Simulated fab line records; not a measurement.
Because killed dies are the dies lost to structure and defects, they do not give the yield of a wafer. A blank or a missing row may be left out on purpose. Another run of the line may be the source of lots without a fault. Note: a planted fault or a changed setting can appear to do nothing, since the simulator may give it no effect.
fab line records / flow nandHarc
record: lots: 6 wafers: 16 lastDay: 25
route steps=1159 shown A_ONON_D1@432 END@1159
lots with no fault: from the same line, run without faults
startH: start of the lot's first displayed wafer, in hours after the record's first day / waitH: hours elapsed since this lot's preceding step / " unchanged from the row above / L1.1+2: a row that stands for several wafers / - no value present, or no start provided / * or withheld: withheld / < > ~ a bound
route shown NAME@n: names a module that has steps shown in the file, with the first one's number in the route / usual: mean/standard deviation taken from wafers without a fault / same: alike in all rows / chamber/n: place in a boat / sites: per-site readings / _std_site: standard deviation across them / _edge_site: inner sites' mean taken away from outer sites' mean / radiusMm: how far each site lies from the wafer's centre / mask NAME#n: copy n / behind: the most recent tool/chamber to have shaped the wafer / hold: reason for holding the lot/hours on hold/outcome of the hold / device: transistor that didn't switch, given as n, p or np / end of line: tests of these same wafers at the route's end / for a step that has no rows: nothing shown but its recipe / killed: at the first sort, the dies lost to defects and structure; wafer yield is something else / map: per-die view of a wafer (x killed, . not killed, _ where there is no die)
set.NAME: the setting the step ran with; set.NAME@STEP: the setting that earlier step ran with / model.NAME: the simulator's own value behind a step, which no gauge read
lots seen at some steps along the route; tables by step, rows by wafer
services: a tool's chamber out of use, with start hour (startH, from the record's first day; less than 0 if before it), hours out, and reason
== steps ==
step: NHARC_A_ONON_D1_DEP_12
recipe: targetThkA: 10000 n2FlowSccm: 2750 n2oFlowSccm: 2000 nh3FlowSccm: 500 sih4FlowSccm: 210 tempC: 400
step: NHARC_A_ONON_D1_THK_MEAS_14
recipe: thkMeasGauge: ellipsometry
usual: thkNm: 998/10
lot.wafer=L200.1 tool=filmMetro-01 chamber=- startH=160.52 waitH=- thkNm=974
lot.wafer=L200.2 tool=filmMetro-01 chamber=- startH=160.52 waitH=- thkNm=973
lot.wafer=L200.6 tool=filmMetro-01 chamber=- startH=160.52 waitH=- thkNm=975
lot.wafer=L206.2 tool=filmMetro-01 chamber=- startH=204.10 waitH=- thkNm=997
lot.wafer=L206.3 tool=filmMetro-01 chamber=- startH=204.10 waitH=- thkNm=996
lot.wafer=L206.6 tool=filmMetro-01 chamber=- startH=204.10 waitH=- thkNm=997
lot.wafer=L217.5 tool=filmMetro-02 chamber=- startH=266.43 waitH=- thkNm=1002
lot.wafer=L213.1 tool=filmMetro-01 chamber=- startH=266.64 waitH=- thkNm=1005
lot.wafer=L213.4 tool=filmMetro-01 chamber=- startH=266.64 waitH=- thkNm=1006
lot.wafer=L213.6 tool=filmMetro-01 chamber=- startH=266.64 waitH=- thkNm=1006
lot.wafer=L221.2 tool=filmMetro-01 chamber=- startH=284.06 waitH=- thkNm=993
lot.wafer=L221.3 tool=filmMetro-01 chamber=- startH=284.06 waitH=- thkNm=991
lot.wafer=L221.6 tool=filmMetro-01 chamber=- startH=284.06 waitH=- thkNm=993
lot.wafer=L222.3 tool=filmMetro-01 chamber=- startH=284.18 waitH=- thkNm=986
lot.wafer=L222.5 tool=filmMetro-01 chamber=- startH=284.18 waitH=- thkNm=985
lot.wafer=L222.6 tool=filmMetro-01 chamber=- startH=284.18 waitH=- thkNm=986
step: NHARC_A_ONON_D1_ANNEAL_15
recipe: tempC: 750 timeS: 3600
step: NHARC_A_ONON_D1_DEP_16
recipe: targetThkA: 10000 n2FlowSccm: 2750 n2oFlowSccm: 2000 nh3FlowSccm: 500 sih4FlowSccm: 210 tempC: 400
step: NHARC_A_ONON_D1_THK_MEAS_18
recipe: thkMeasGauge: ellipsometry
usual: thkNm: 1004/7
lot.wafer=L200.1 tool=filmMetro-01 chamber=- startH=168.53 waitH=- thkNm=1014
lot.wafer=L200.2 tool=filmMetro-01 chamber=- startH=168.53 waitH=- thkNm=1014
lot.wafer=L200.6 tool=filmMetro-01 chamber=- startH=168.53 waitH=- thkNm=1012
lot.wafer=L206.2 tool=filmMetro-02 chamber=- startH=212.40 waitH=- thkNm=1004
lot.wafer=L206.3 tool=filmMetro-02 chamber=- startH=212.40 waitH=- thkNm=1005
lot.wafer=L206.6 tool=filmMetro-02 chamber=- startH=212.40 waitH=- thkNm=1005
lot.wafer=L217.5 tool=filmMetro-02 chamber=- startH=274.36 waitH=- thkNm=1009
lot.wafer=L213.1 tool=filmMetro-02 chamber=- startH=274.56 waitH=- thkNm=1010
lot.wafer=L213.4 tool=filmMetro-02 chamber=- startH=274.56 waitH=- thkNm=1012
lot.wafer=L213.6 tool=filmMetro-02 chamber=- startH=274.56 waitH=- thkNm=1013
lot.wafer=L221.2 tool=filmMetro-02 chamber=- startH=291.14 waitH=- thkNm=1005
lot.wafer=L221.3 tool=filmMetro-02 chamber=- startH=291.14 waitH=- thkNm=1005
lot.wafer=L221.6 tool=filmMetro-02 chamber=- startH=291.14 waitH=- thkNm=1006
lot.wafer=L222.3 tool=filmMetro-01 chamber=- startH=291.15 waitH=- thkNm=993
lot.wafer=L222.5 tool=filmMetro-01 chamber=- startH=291.15 waitH=- thkNm=995
lot.wafer=L222.6 tool=filmMetro-01 chamber=- startH=291.15 waitH=- thkNm=992
step: NHARC_A_ONON_D1_DEP_19
recipe: targetThkA: 10000 n2FlowSccm: 2750 n2oFlowSccm: 2000 nh3FlowSccm: 500 sih4FlowSccm: 210 tempC: 400
step: NHARC_A_ONON_D1_THK_MEAS_21
recipe: thkMeasGauge: ellipsometry
usual: thkNm: 999/13
lot.wafer=L200.1 tool=filmMetro-01 chamber=- startH=169.10 waitH=- thkNm=1009
lot.wafer=L200.2 tool=filmMetro-01 chamber=- startH=169.10 waitH=- thkNm=1009
lot.wafer=L200.6 tool=filmMetro-01 chamber=- startH=169.10 waitH=- thkNm=1010
lot.wafer=L206.2 tool=filmMetro-01 chamber=- startH=212.97 waitH=- thkNm=1003
lot.wafer=L206.3 tool=filmMetro-01 chamber=- startH=212.97 waitH=- thkNm=1000
lot.wafer=L206.6 tool=filmMetro-01 chamber=- startH=212.97 waitH=- thkNm=1002
lot.wafer=L217.5 tool=filmMetro-01 chamber=- startH=275.20 waitH=- thkNm=985
lot.wafer=L213.1 tool=filmMetro-01 chamber=- startH=275.42 waitH=- thkNm=992
lot.wafer=L213.4 tool=filmMetro-01 chamber=- startH=275.42 waitH=- thkNm=993
lot.wafer=L213.6 tool=filmMetro-01 chamber=- startH=275.42 waitH=- thkNm=996
lot.wafer=L221.2 tool=filmMetro-01 chamber=- startH=291.70 waitH=- thkNm=1001
lot.wafer=L221.3 tool=filmMetro-01 chamber=- startH=291.70 waitH=- thkNm=999
lot.wafer=L221.6 tool=filmMetro-01 chamber=- startH=291.70 waitH=- thkNm=1000
lot.wafer=L222.3 tool=filmMetro-02 chamber=- startH=291.72 waitH=- thkNm=1003
lot.wafer=L222.5 tool=filmMetro-02 chamber=- startH=291.72 waitH=- thkNm=1003
lot.wafer=L222.6 tool=filmMetro-02 chamber=- startH=291.72 waitH=- thkNm=1005
step: NHARC_A_ONON_D1_DEP_22
recipe: targetThkA: 10000 n2FlowSccm: 2750 n2oFlowSccm: 2000 nh3FlowSccm: 500 sih4FlowSccm: 210 tempC: 400
step: NHARC_A_ONON_D1_THK_MEAS_24
recipe: thkMeasGauge: ellipsometry
usual: thkNm: 1000/10
lot.wafer=L200.1 tool=filmMetro-02 chamber=- startH=169.66 waitH=- thkNm=1008
lot.wafer=L200.2 tool=filmMetro-02 chamber=- startH=169.66 waitH=- thkNm=1009
lot.wafer=L200.6 tool=filmMetro-02 chamber=- startH=169.66 waitH=- thkNm=1008
lot.wafer=L206.2 tool=filmMetro-02 chamber=- startH=213.54 waitH=- thkNm=1007
lot.wafer=L206.3 tool=filmMetro-02 chamber=- startH=213.54 waitH=- thkNm=1006
lot.wafer=L206.6 tool=filmMetro-02 chamber=- startH=213.54 waitH=- thkNm=1007
lot.wafer=L217.5 tool=filmMetro-02 chamber=- startH=275.77 waitH=- thkNm=989
lot.wafer=L213.1 tool=filmMetro-01 chamber=- startH=275.98 waitH=- thkNm=1009
lot.wafer=L213.4 tool=filmMetro-01 chamber=- startH=275.98 waitH=- thkNm=1007
lot.wafer=L213.6 tool=filmMetro-01 chamber=- startH=275.98 waitH=- thkNm=1007
lot.wafer=L221.2 tool=filmMetro-01 chamber=- startH=292.27 waitH=- thkNm=993
lot.wafer=L221.3 tool=filmMetro-01 chamber=- startH=292.27 waitH=- thkNm=993
lot.wafer=L221.6 tool=filmMetro-01 chamber=- startH=292.27 waitH=- thkNm=993
lot.wafer=L222.3 tool=filmMetro-02 chamber=- startH=292.29 waitH=- thkNm=1008
lot.wafer=L222.5 tool=filmMetro-02 chamber=- startH=292.29 waitH=- thkNm=1007
lot.wafer=L222.6 tool=filmMetro-02 chamber=- startH=292.29 waitH=- thkNm=1008
step: NHARC_A_ONON_D1_DEP_25
recipe: targetThkA: 10000 n2FlowSccm: 2750 n2oFlowSccm: 2000 nh3FlowSccm: 500 sih4FlowSccm: 210 tempC: 400
step: NHARC_A_ONON_D1_THK_MEAS_27
recipe: thkMeasGauge: ellipsometry
usual: thkNm: 996/6.9
lot.wafer=L200.1 tool=filmMetro-01 chamber=- startH=170.23 waitH=- thkNm=999
lot.wafer=L200.2 tool=filmMetro-01 chamber=- startH=170.23 waitH=- thkNm=997
lot.wafer=L200.6 tool=filmMetro-01 chamber=- startH=170.23 waitH=- thkNm=998
lot.wafer=L206.2 tool=filmMetro-02 chamber=- startH=214.11 waitH=- thkNm=999
lot.wafer=L206.3 tool=filmMetro-02 chamber=- startH=214.11 waitH=- thkNm=999
lot.wafer=L206.6 tool=filmMetro-02 chamber=- startH=214.11 waitH=- thkNm=996
lot.wafer=L217.5 tool=filmMetro-02 chamber=- startH=276.33 waitH=- thkNm=991
lot.wafer=L213.1 tool=filmMetro-02 chamber=- startH=276.55 waitH=- thkNm=990
lot.wafer=L213.4 tool=filmMetro-02 chamber=- startH=276.55 waitH=- thkNm=988
lot.wafer=L213.6 tool=filmMetro-02 chamber=- startH=276.55 waitH=- thkNm=987
lot.wafer=L221.2 tool=filmMetro-02 chamber=- startH=292.84 waitH=- thkNm=990
lot.wafer=L221.3 tool=filmMetro-02 chamber=- startH=292.84 waitH=- thkNm=989
lot.wafer=L221.6 tool=filmMetro-02 chamber=- startH=292.84 waitH=- thkNm=989
lot.wafer=L222.3 tool=filmMetro-01 chamber=- startH=292.86 waitH=- thkNm=987
lot.wafer=L222.5 tool=filmMetro-01 chamber=- startH=292.86 waitH=- thkNm=987
lot.wafer=L222.6 tool=filmMetro-01 chamber=- startH=292.86 waitH=- thkNm=988
step: NHARC_A_ONON_D1_DEP_28
recipe: targetThkA: 10000 n2FlowSccm: 2750 n2oFlowSccm: 2000 nh3FlowSccm: 500 sih4FlowSccm: 210 tempC: 400
usual: sih4FlowSccm: 209.8/0.65 susceptorTempC: 400.03/0.26
lot.wafer=L200.1 tool=pecvdOnon-04 chamber=0 startH=170.28 waitH=0.1 sih4FlowSccm=210.2 susceptorTempC=400.20
lot.wafer=L200.2 tool=pecvdOnon-04 chamber=0 startH=170.28 waitH=0.1 sih4FlowSccm=209.5 susceptorTempC=400.01
lot.wafer=L200.6 tool=pecvdOnon-04 chamber=0 startH=170.28 waitH=0.1 sih4FlowSccm=209.5 susceptorTempC=399.85
lot.wafer=L206.2 tool=pecvdOnon-02 chamber=0 startH=214.35 waitH=0.2 sih4FlowSccm=209.4 susceptorTempC=399.74
lot.wafer=L206.3 tool=pecvdOnon-02 chamber=0 startH=214.35 waitH=0.2 sih4FlowSccm=209.1 susceptorTempC=399.96
lot.wafer=L206.6 tool=pecvdOnon-02 chamber=0 startH=214.35 waitH=0.2 sih4FlowSccm=208.7 susceptorTempC=399.91
lot.wafer=L217.5 tool=pecvdOnon-02 chamber=0 startH=276.62 waitH=0.3 sih4FlowSccm=210.0 susceptorTempC=400.02
lot.wafer=L213.1 tool=pecvdOnon-02 chamber=0 startH=276.74 waitH=0.2 sih4FlowSccm=209.8 susceptorTempC=400.08
lot.wafer=L213.4 tool=pecvdOnon-02 chamber=0 startH=276.74 waitH=0.2 sih4FlowSccm=210.5 susceptorTempC=399.98
lot.wafer=L213.6 tool=pecvdOnon-02 chamber=0 startH=276.74 waitH=0.2 sih4FlowSccm=210.0 susceptorTempC=400.04
lot.wafer=L221.2 tool=pecvdOnon-01 chamber=0 startH=292.95 waitH=0.1 sih4FlowSccm=210.3 susceptorTempC=399.83
lot.wafer=L221.3 tool=pecvdOnon-01 chamber=0 startH=292.95 waitH=0.1 sih4FlowSccm=209.8 susceptorTempC=399.84
lot.wafer=L221.6 tool=pecvdOnon-01 chamber=0 startH=292.95 waitH=0.1 sih4FlowSccm=208.8 susceptorTempC=400.19
lot.wafer=L222.3 tool=pecvdOnon-04 chamber=0 startH=293.03 waitH=0.2 sih4FlowSccm=208.4 susceptorTempC=399.81
lot.wafer=L222.5 tool=pecvdOnon-04 chamber=0 startH=293.03 waitH=0.2 sih4FlowSccm=208.5 susceptorTempC=399.70
lot.wafer=L222.6 tool=pecvdOnon-04 chamber=0 startH=293.03 waitH=0.2 sih4FlowSccm=209.5 susceptorTempC=400.02
step: NHARC_A_ONON_D1_THK_MEAS_30
recipe: thkMeasGauge: ellipsometry
usual: thkNm: 999/7.7
lot.wafer=L200.1 tool=filmMetro-02 chamber=- startH=170.79 waitH=- thkNm=992
lot.wafer=L200.2 tool=filmMetro-02 chamber=- startH=170.79 waitH=- thkNm=994
lot.wafer=L200.6 tool=filmMetro-02 chamber=- startH=170.79 waitH=- thkNm=992
lot.wafer=L206.2 tool=filmMetro-01 chamber=- startH=214.81 waitH=- thkNm=992
lot.wafer=L206.3 tool=filmMetro-01 chamber=- startH=214.81 waitH=- thkNm=991
lot.wafer=L206.6 tool=filmMetro-01 chamber=- startH=214.81 waitH=- thkNm=989
lot.wafer=L217.5 tool=filmMetro-01 chamber=- startH=276.90 waitH=- thkNm=1411
lot.wafer=L213.1 tool=filmMetro-01 chamber=- startH=277.24 waitH=- thkNm=1002
lot.wafer=L213.4 tool=filmMetro-01 chamber=- startH=277.24 waitH=- thkNm=1414
lot.wafer=L213.6 tool=filmMetro-01 chamber=- startH=277.24 waitH=- thkNm=1003
lot.wafer=L221.2 tool=filmMetro-01 chamber=- startH=293.41 waitH=- thkNm=991
lot.wafer=L221.3 tool=filmMetro-01 chamber=- startH=293.41 waitH=- thkNm=990
lot.wafer=L221.6 tool=filmMetro-01 chamber=- startH=293.41 waitH=- thkNm=989
lot.wafer=L222.3 tool=filmMetro-02 chamber=- startH=293.43 waitH=- thkNm=997
lot.wafer=L222.5 tool=filmMetro-02 chamber=- startH=293.43 waitH=- thkNm=998
lot.wafer=L222.6 tool=filmMetro-02 chamber=- startH=293.43 waitH=- thkNm=998
step: NHARC_A_ONON_D1_DEP_33
recipe: targetThkA: 2000 tempC: 400 pressureTorr: 6.5 rfW: 900 teosFlowSccm: 161.4 flowSccm: 2650 targetThkNm: 200 gas: O2 material: SiO2
usual: heaterPowerW: 584/110 susceptorTempC: 399.97/0.21 throttleValvePct: 15.7/0.58
lot.wafer=L200.1 tool=pecvd-03 chamber=1 startH=170.89 waitH=0.1 heaterPowerW=740 susceptorTempC=400.26 throttleValvePct=15.6
lot.wafer=L200.2 tool=pecvd-03 chamber=2 startH=170.89 waitH=0.1 heaterPowerW=662 susceptorTempC=399.84 throttleValvePct=14.8
lot.wafer=L200.6 tool=pecvd-03 chamber=1 startH=170.89 waitH=0.1 heaterPowerW=733 susceptorTempC=399.89 throttleValvePct=15.5
lot.wafer=L206.3 tool=pecvd-02 chamber=0 startH=214.87 waitH=0.1 heaterPowerW=460 susceptorTempC=399.74 throttleValvePct=15.6
lot.wafer=L206.2 tool=pecvd-02 chamber=1 startH=214.87 waitH=0.1 heaterPowerW=350 susceptorTempC=399.78 throttleValvePct=16.6
lot.wafer=L206.6 tool=pecvd-02 chamber=1 startH=214.87 waitH=0.1 heaterPowerW=389 susceptorTempC=399.69 throttleValvePct=16.4
lot.wafer=L217.5 tool=pecvd-01 chamber=2 startH=277.09 waitH=0.2 heaterPowerW=623 susceptorTempC=399.89 throttleValvePct=16.0
lot.wafer=L213.1 tool=pecvd-02 chamber=0 startH=277.39 waitH=0.1 heaterPowerW=546 susceptorTempC=400.01 throttleValvePct=15.6
lot.wafer=L213.6 tool=pecvd-02 chamber=2 startH=277.39 waitH=0.1 heaterPowerW=568 susceptorTempC=399.98 throttleValvePct=16.4
lot.wafer=L213.4 tool=pecvd-02 chamber=0 startH=277.39 waitH=0.1 heaterPowerW=550 susceptorTempC=399.77 throttleValvePct=15.6
lot.wafer=L221.2 tool=pecvd-02 chamber=1 startH=293.46 waitH=0.1 heaterPowerW=422 susceptorTempC=400.00 throttleValvePct=16.9
lot.wafer=L221.3 tool=pecvd-02 chamber=2 startH=293.46 waitH=0.1 heaterPowerW=643 susceptorTempC=399.96 throttleValvePct=16.0
lot.wafer=L221.6 tool=pecvd-02 chamber=1 startH=293.46 waitH=0.1 heaterPowerW=438 susceptorTempC=399.71 throttleValvePct=16.5
lot.wafer=L222.3 tool=pecvd-01 chamber=2 startH=293.48 waitH=0.1 heaterPowerW=617 susceptorTempC=399.92 throttleValvePct=16.0
lot.wafer=L222.5 tool=pecvd-01 chamber=0 startH=293.48 waitH=0.1 heaterPowerW=687 susceptorTempC=399.96 throttleValvePct=15.4
lot.wafer=L222.6 tool=pecvd-01 chamber=1 startH=293.48 waitH=0.1 heaterPowerW=673 susceptorTempC=400.13 throttleValvePct=15.0
step: NHARC_END_SORT_01
recipe: tempC: 25
usual: killedAtArray: 27/12 killedAtOther: 0.5/0.9 killedAtPeriphery: 3.7/2.7 killedDies: 31/12 killedOpen: 3.3/2 killedShort: 2.0/1.4
same: grossDies: 677
lot.wafer=L213.1 tool=prober-01 chamber=0 startH=570.87 waitH=2.5 killedAtArray=34 killedAtOther=0 killedAtPeriphery=0 killedDies=34 killedOpen=4 killedShort=1
lot.wafer=L213.4 tool=prober-01 chamber=0 startH=573.23 waitH=3.4 killedAtArray=27 killedAtOther=2 killedAtPeriphery=6 killedDies=35 killedOpen=3 killedShort=3
lot.wafer=L213.6 tool=prober-01 chamber=0 startH=574.80 waitH=3.9 killedAtArray=30 killedAtOther=0 killedAtPeriphery=2 killedDies=32 killedOpen=4 killedShort=1
killed by level:class
L213.1 A_CHANNEL_HOLE_D1:chamberFilmFlake=19 A_M0:chamberFilmFlake=3 A_CHANNEL_FILL_D1:chamberFilmFlake=2 A_CONTACT:chamberFilmFlake=2 A_SOURCE_PLATE:geometricParticle:open=1 A_SGD_CUT:geometricParticle:open=1 A_SGD_CUT:geometricParticle:short=1 A_CONTACT:geometricParticle:open=1
L213.4 A_CHANNEL_HOLE_D1:chamberFilmFlake=18 P_M1:chamberFilmFlake=4 A_M0:chamberFilmFlake=3 A_WL_FILL:geometricParticle:short=2 P_CONTACT:geometricParticle:open=1 P_M0:geometricParticle:open=1 A_BONDPAD:geometricParticle:short=1 STARTING-WAFER:geometricParticle:open=1
L213.6 A_CHANNEL_HOLE_D1:chamberFilmFlake=22 A_CONTACT:geometricParticle:open=2 A_STAIRCASE:chamberFilmFlake=2 P_GATE:geometricParticle:open=1 A_WL_FILL:geometricParticle:short=1 A_BLC:geometricParticle:open=1 P_M1:chamberFilmFlake=1 A_CHANNEL_FILL_D1:chamberFilmFlake=1
== services ==
tool=pecvd-02 chamber=- startH=153.00 hours=13.0 kind=pm
tool=pecvd-02 chamber=0 startH=153.00 hours=13.0 kind=ventCycle
tool=pecvd-02 chamber=1 startH=153.00 hours=13.0 kind=ventCycle
tool=pecvd-02 chamber=2 startH=153.00 hours=13.0 kind=ventCycle
tool=pecvd-02 chamber=0 startH=166.00 hours=- kind=clean
tool=pecvd-02 chamber=1 startH=166.00 hours=- kind=clean
tool=pecvd-02 chamber=2 startH=166.00 hours=- kind=clean
tool=pecvd-01 chamber=1 startH=169.24 hours=20.4 kind=repair
tool=pecvdOnon-01 chamber=- startH=195.00 hours=13.0 kind=pm
tool=pecvd-03 chamber=0 startH=206.26 hours=7.3 kind=repair
tool=pecvdOnon-04 chamber=- startH=237.00 hours=13.0 kind=pm
tool=pecvd-01 chamber=- startH=237.38 hours=13.0 kind=pm
tool=pecvd-01 chamber=0 startH=237.38 hours=13.0 kind=ventCycle
tool=pecvd-01 chamber=1 startH=237.38 hours=13.0 kind=ventCycle
tool=pecvd-01 chamber=2 startH=237.38 hours=13.0 kind=ventCycle
tool=pecvd-01 chamber=0 startH=250.38 hours=- kind=clean
tool=pecvd-01 chamber=1 startH=250.38 hours=- kind=clean
tool=pecvd-01 chamber=2 startH=250.38 hours=- kind=clean
tool=pecvd-03 chamber=1 startH=263.79 hours=6.2 kind=repair
tool=pecvdOnon-02 chamber=- startH=292.11 hours=13.0 kind=pm
tool=pecvd-03 chamber=- startH=292.29 hours=13.0 kind=pm
tool=pecvd-03 chamber=0 startH=292.29 hours=13.0 kind=ventCycle
tool=pecvd-03 chamber=1 startH=292.29 hours=13.0 kind=ventCycle
tool=pecvd-03 chamber=2 startH=292.29 hours=13.0 kind=ventCycle
== key ==
firstSign: step: NHARC_A_ONON_D1_THK_MEAS_30 reading: thkNm direction: up sigmas: 54 usual: 999 struck: 1412
effect none on later readings
metAt NHARC_A_ONON_D1_DEP_28
struckWafers L213.4,L217.5
rowsEnd L217.5
testerLeftOut L213
onsetBetween 214.35 276.62
fault: kind: processParameterDrift tool: pecvdOnon-02 chamber: - onsetH: 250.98 steps: NHARC_A_ONON_D1_DEP_28 channel: targetThkA offset: * shape: step endH: 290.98 scope: struckWafersOnly actsIn: * stated: *
testerLeftOut: of these lots the tester's yield and bins aren't shown, on N5 and GAA mostly nor the transistor test; their killed dies are dies lost to structure and defects alone, not to doping, threshold or leakage, so they don't give the yield
rowsEnd: these wafers met a further fault down the route, and their rows from its step on are left out
